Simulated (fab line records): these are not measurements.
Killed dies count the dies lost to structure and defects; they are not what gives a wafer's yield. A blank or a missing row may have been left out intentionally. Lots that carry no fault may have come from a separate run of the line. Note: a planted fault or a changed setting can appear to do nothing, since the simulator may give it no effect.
The tool behind it: which one? || flow nand harc || 39 wafers from 13 lots sampled at 6 of the route's 1302 steps

WHAT THE GAUGES READ, wafer by wafer
NHARC_A_ONON_D1_THK_MEAS_02: measures by ellipsometry. Usual: thk nm at 1000 nm, with a standard deviation of 10.
{"lot": "L374", "measured": "day 8 08:59", "on": "film metro-02", "thk nm (nm)": "1004 1001 1001", "flag": ""}
{"lot": "L373", "measured": "day 8 08:59", "on": "film metro-01", "thk nm (nm)": "1001 1001 1000", "flag": ""}
{"lot": "L375", "measured": "day 8 15:38", "on": "film metro-01", "thk nm (nm)": "992 991 989", "flag": ""}
{"lot": "L377", "measured": "day 9 16:22", "on": "film metro-01", "thk nm (nm)": "1022 1021 1022", "flag": ""}
{"lot": "L378", "measured": "day 9 23:34", "on": "film metro-02", "thk nm (nm)": "978 977 978", "flag": ""}
{"lot": "L379", "measured": "day 10 08:39", "on": "film metro-02", "thk nm (nm)": "992 994 993", "flag": ""}
{"lot": "L382", "measured": "day 11 09:58", "on": "film metro-01", "thk nm (nm)": "1003 1002 1001", "flag": ""}
{"lot": "L381", "measured": "day 11 09:58", "on": "film metro-02", "thk nm (nm)": "998 997 997", "flag": ""}
{"lot": "L386", "measured": "day 13 02:28", "on": "film metro-02", "thk nm (nm)": "1004 1003 1005", "flag": ""}
{"lot": "L393", "measured": "day 16 07:36", "on": "film metro-02", "thk nm (nm)": "1007 1009 1008", "flag": ""}
{"lot": "L394", "measured": "day 16 07:36", "on": "film metro-01", "thk nm (nm)": "1005 1005 1005", "flag": ""}
{"lot": "L395", "measured": "day 16 21:05", "on": "film metro-01", "thk nm (nm)": "1000 1000 1001", "flag": ""}
{"lot": "L396", "measured": "day 17 06:47", "on": "film metro-02", "thk nm (nm)": "1005 1004 1005", "flag": ""}

NHARC_A_ONON_D1_THK_MEAS_27: measures by ellipsometry. Usual: thk nm at 1000 nm, with a standard deviation of 8.2.
{"lot": "L374", "measured": "day 8 20:52", "on": "film metro-01", "thk nm (nm)": "1008 1008 1009", "flag": ""}
{"lot": "L373", "measured": "day 8 20:50", "on": "film metro-01", "thk nm (nm)": "987 987 987", "flag": ""}
{"lot": "L375", "measured": "day 9 04:45", "on": "film metro-02", "thk nm (nm)": "1003 1003 1001", "flag": ""}
{"lot": "L377", "measured": "day 10 04:03", "on": "film metro-02", "thk nm (nm)": "1008 1011 1008", "flag": ""}
{"lot": "L378", "measured": "day 10 11:58", "on": "film metro-02", "thk nm (nm)": "987 987 987", "flag": ""}
{"lot": "L379", "measured": "day 10 20:26", "on": "film metro-02", "thk nm (nm)": "994 993 994", "flag": ""}
{"lot": "L382", "measured": "day 11 21:40", "on": "film metro-02", "thk nm (nm)": "1006 1003 1004", "flag": ""}
{"lot": "L381", "measured": "day 11 21:41", "on": "film metro-01", "thk nm (nm)": "1015 1013 1014", "flag": ""}
{"lot": "L386", "measured": "day 13 14:11", "on": "film metro-02", "thk nm (nm)": "996 994 996", "flag": ""}
{"lot": "L393", "measured": "day 16 20:17", "on": "film metro-01", "thk nm (nm)": "1008 1007 1009", "flag": ""}
{"lot": "L394", "measured": "day 16 20:16", "on": "film metro-01", "thk nm (nm)": "1003 1002 1004", "flag": ""}
{"lot": "L395", "measured": "day 17 10:23", "on": "film metro-02", "thk nm (nm)": "995 996 996", "flag": ""}
{"lot": "L396", "measured": "day 17 19:20", "on": "film metro-01", "thk nm (nm)": "1009 1009 1011", "flag": ""}

NHARC_A_ONON_D1_THK_MEAS_34: measures by ellipsometry. Usual: thk nm at 199.6 nm, with a standard deviation of 2.7.
{"lot": "L374", "measured": "day 8 22:02", "on": "film metro-01", "thk nm (nm)": "197.1 198.6 199.6", "flag": ""}
{"lot": "L373", "measured": "day 8 22:00", "on": "film metro-02", "thk nm (nm)": "197.6 198.4 199.8", "flag": ""}
{"lot": "L375", "measured": "day 9 05:47", "on": "film metro-02", "thk nm (nm)": "196.9 199.5 200.5", "flag": ""}
{"lot": "L377", "measured": "day 10 05:06", "on": "film metro-01", "thk nm (nm)": "194.3 197.7 196.3", "flag": ""}
{"lot": "L378", "measured": "day 10 13:01", "on": "film metro-02", "thk nm (nm)": "199.2 200.5 199.2", "flag": ""}
{"lot": "L379", "measured": "day 10 21:28", "on": "film metro-02", "thk nm (nm)": "205.1 200.3 203.6", "flag": ""}
{"lot": "L382", "measured": "day 11 22:43", "on": "film metro-02", "thk nm (nm)": "194.4 196.5 200.2", "flag": ""}
{"lot": "L381", "measured": "day 11 22:43", "on": "film metro-01", "thk nm (nm)": "198.7 197.9 200.8", "flag": ""}
{"lot": "L386", "measured": "day 13 15:15", "on": "film metro-01", "thk nm (nm)": "283.7 199.2 199.4", "flag": "OFF"}
{"lot": "L393", "measured": "day 16 21:19", "on": "film metro-01", "thk nm (nm)": "197.9 197.5 199.3", "flag": ""}
{"lot": "L394", "measured": "day 16 21:18", "on": "film metro-01", "thk nm (nm)": "198.1 194.7 197.5", "flag": ""}
{"lot": "L395", "measured": "day 17 11:25", "on": "film metro-02", "thk nm (nm)": "196.5 195.7 202.8", "flag": ""}
{"lot": "L396", "measured": "day 17 20:23", "on": "film metro-01", "thk nm (nm)": "197.0 201.7 202.9", "flag": ""}

NHARC_A_ONON_D1_INSPECT_32. Usual: raw defect count at 77, with a standard deviation of 29.
{"lot": "L374", "measured": "day 8 22:07", "on": "defect inspect-02", "raw defect count": "63 98 93", "flag": ""}
{"lot": "L373", "measured": "day 8 22:04", "on": "defect inspect-02", "raw defect count": "65 84 118", "flag": ""}
{"lot": "L375", "measured": "day 9 05:52", "on": "defect inspect-02", "raw defect count": "91 62 47", "flag": ""}
{"lot": "L377", "measured": "day 10 05:10", "on": "defect inspect-01", "raw defect count": "82 77 132", "flag": ""}
{"lot": "L378", "measured": "day 10 13:04", "on": "defect inspect-01", "raw defect count": "58 63 44", "flag": ""}
{"lot": "L379", "measured": "day 10 21:33", "on": "defect inspect-01", "raw defect count": "111 60 109", "flag": ""}
{"lot": "L382", "measured": "day 11 22:46", "on": "defect inspect-02", "raw defect count": "76 69 89", "flag": ""}
{"lot": "L381", "measured": "day 11 22:47", "on": "defect inspect-02", "raw defect count": "125 112 162", "flag": ""}
{"lot": "L386", "measured": "day 13 15:20", "on": "defect inspect-02", "raw defect count": "91 66 45", "flag": ""}
{"lot": "L393", "measured": "day 16 21:23", "on": "defect inspect-02", "raw defect count": "92 88 93", "flag": ""}
{"lot": "L394", "measured": "day 16 21:22", "on": "defect inspect-02", "raw defect count": "60 91 71", "flag": ""}
{"lot": "L395", "measured": "day 17 11:29", "on": "defect inspect-02", "raw defect count": "102 43 63", "flag": ""}
{"lot": "L396", "measured": "day 17 20:28", "on": "defect inspect-02", "raw defect count": "57 60 69", "flag": ""}

NHARC_END_SORT_01. Usual: killed at array 61, standard deviation 23; killed at other 1.3, standard deviation 1.4; killed at periphery 4.0, standard deviation 2.6; killed dies 66, standard deviation 22; killed open 3.4, standard deviation 1.8; killed short 2.3, standard deviation 1.4.
{"lot": "L375", "measured": "day 25 04:36", "on": "prober-02", "killed at array": "55 52 44", "killed at other": "1 1 0", "killed at periphery": "2 2 0", "killed dies": "58 55 44", "killed open": "4 0 6", "killed short": "1 3 3", "flag": ""}
{"lot": "L377", "measured": "day 25 20:53", "on": "prober-01", "killed at array": "63 56 48", "killed at other": "1 0 1", "killed at periphery": "5 4 5", "killed dies": "69 60 54", "killed open": "6 2 0", "killed short": "3 3 3", "flag": ""}
{"lot": "L382", "measured": "day 27 16:37", "on": "prober-02", "killed at array": "27 32 32", "killed at other": "1 3 5", "killed at periphery": "6 12 8", "killed dies": "34 47 45", "killed open": "3 5 4", "killed short": "2 4 3", "flag": ""}
{"lot": "L381", "measured": "day 27 16:38", "on": "prober-01", "killed at array": "111 103 105", "killed at other": "0 1 0", "killed at periphery": "2 6 3", "killed dies": "113 110 108", "killed open": "2 3 5", "killed short": "1 1 3", "flag": ""}

EACH LOT AND THE TOOL THAT RAN IT (in order: tool; ch and the chambers of the sampled wafers; start)
{"lot": "L374", "NHARC_A_ONON_D1_DEP_33": "pecvd-04 ch 0,2, day 8 21:40"}
{"lot": "L373", "NHARC_A_ONON_D1_DEP_33": "pecvd-02 ch 0,1,2, day 8 21:35"}
{"lot": "L375", "NHARC_A_ONON_D1_DEP_33": "pecvd-02 ch 1,2, day 9 05:28"}
{"lot": "L377", "NHARC_A_ONON_D1_DEP_33": "pecvd-03 ch 0,1,2, day 10 04:41"}
{"lot": "L378", "NHARC_A_ONON_D1_DEP_33": "pecvd-04 ch 0,1,2, day 10 12:35"}
{"lot": "L379", "NHARC_A_ONON_D1_DEP_33": "pecvd-03 ch 0,2, day 10 21:06"}
{"lot": "L382", "NHARC_A_ONON_D1_DEP_33": "pecvd-02 ch 0,2, day 11 22:18"}
{"lot": "L381", "NHARC_A_ONON_D1_DEP_33": "pecvd-04 ch 0,1,2, day 11 22:19"}
{"lot": "L386", "NHARC_A_ONON_D1_DEP_33": "pecvd-02 ch 0,1,2, day 13 14:50"}
{"lot": "L393", "NHARC_A_ONON_D1_DEP_33": "pecvd-04 ch 0,2, day 16 20:58"}
{"lot": "L394", "NHARC_A_ONON_D1_DEP_33": "pecvd-03 ch 0,2, day 16 20:53"}
{"lot": "L395", "NHARC_A_ONON_D1_DEP_33": "pecvd-03 ch 0,2, day 17 11:00"}
{"lot": "L396", "NHARC_A_ONON_D1_DEP_33": "pecvd-02 ch 1,2, day 17 19:58"}
- NHARC_A_ONON_D1_DEP_33: deposits SiO2, target thk 200 nm.

WHAT THE TOOLS THEMSELVES READ (means of the sampled wafers that have a number; where no wafer has one, the mark that the record gives instead)
NHARC_A_ONON_D1_DEP_33. Usual: heater power w 546 W, standard deviation 55; mfc precursor sccm 161.4 sccm, standard deviation 0.5; susceptor temp C 399.99 C, standard deviation 0.23; throttle valve pct 15.7 %, standard deviation 0.76.
{"lot": "L374", "tool": "pecvd-04", "heater power w (W)": 536, "mfc precursor sccm (sccm)": 160.8, "susceptor temp C (C)": 400.04, "throttle valve pct (%)": 17.0, "flag": ""}
{"lot": "L373", "tool": "pecvd-02", "heater power w (W)": 518, "mfc precursor sccm (sccm)": 161.7, "susceptor temp C (C)": 400.25, "throttle valve pct (%)": 15.6, "flag": ""}
{"lot": "L375", "tool": "pecvd-02", "heater power w (W)": 541, "mfc precursor sccm (sccm)": 161.3, "susceptor temp C (C)": 400.42, "throttle valve pct (%)": 15.2, "flag": ""}
{"lot": "L377", "tool": "pecvd-03", "heater power w (W)": 570, "mfc precursor sccm (sccm)": 162.1, "susceptor temp C (C)": 399.90, "throttle valve pct (%)": 15.8, "flag": ""}
{"lot": "L378", "tool": "pecvd-04", "heater power w (W)": 593, "mfc precursor sccm (sccm)": 161.7, "susceptor temp C (C)": 399.85, "throttle valve pct (%)": 16.4, "flag": ""}
{"lot": "L379", "tool": "pecvd-03", "heater power w (W)": 499, "mfc precursor sccm (sccm)": 161.7, "susceptor temp C (C)": 399.93, "throttle valve pct (%)": 16.1, "flag": ""}
{"lot": "L382", "tool": "pecvd-02", "heater power w (W)": 461, "mfc precursor sccm (sccm)": 161.4, "susceptor temp C (C)": 399.82, "throttle valve pct (%)": 15.4, "flag": ""}
{"lot": "L381", "tool": "pecvd-04", "heater power w (W)": 590, "mfc precursor sccm (sccm)": 161.3, "susceptor temp C (C)": 400.06, "throttle valve pct (%)": 16.4, "flag": ""}
{"lot": "L386", "tool": "pecvd-02", "heater power w (W)": 519, "mfc precursor sccm (sccm)": 185.3, "susceptor temp C (C)": 399.62, "throttle valve pct (%)": 15.3, "flag": "OFF"}
{"lot": "L393", "tool": "pecvd-04", "heater power w (W)": 530, "mfc precursor sccm (sccm)": 161.1, "susceptor temp C (C)": 400.03, "throttle valve pct (%)": 16.2, "flag": ""}
{"lot": "L394", "tool": "pecvd-03", "heater power w (W)": 524, "mfc precursor sccm (sccm)": 161.0, "susceptor temp C (C)": 399.93, "throttle valve pct (%)": 15.2, "flag": ""}
{"lot": "L395", "tool": "pecvd-03", "heater power w (W)": 594, "mfc precursor sccm (sccm)": 162.2, "susceptor temp C (C)": 399.95, "throttle valve pct (%)": 15.9, "flag": ""}
{"lot": "L396", "tool": "pecvd-02", "heater power w (W)": 507, "mfc precursor sccm (sccm)": 161.7, "susceptor temp C (C)": 399.86, "throttle valve pct (%)": 15.1, "flag": ""}

THE ANSWER, worked out from the rows above alone
Rule: a lot counts as off when the mean over its wafers that have a number is more than 3 standard deviations away from the usual mean. A lot without any number at a reading at which 4 lots or more have one is off too. All remaining lots with rows at the step are treated as sound. After the gauges, taken in route order, come the tools' own readings; for these a lot's mean is taken, as printed above. The first step at which some lot is off is used, and at that step the reading that is off furthest; a lot without a number counts as furthest.
Off, at NHARC_A_ONON_D1_THK_MEAS_34 on thk nm: L386.
A tool fits if, at a process step before that reading, it ran every lot that is off, and no sound lot after the first of them. The gauges at NHARC_A_ONON_D1_THK_MEAS_34 aren't tried: what is off there is off at NHARC_A_ONON_D1_DEP_33 too, on other tools, and a gauge's error can't cause that. Of those tried, none fits.

WHAT HAD BEEN PUT IN BY THE SIMULATOR
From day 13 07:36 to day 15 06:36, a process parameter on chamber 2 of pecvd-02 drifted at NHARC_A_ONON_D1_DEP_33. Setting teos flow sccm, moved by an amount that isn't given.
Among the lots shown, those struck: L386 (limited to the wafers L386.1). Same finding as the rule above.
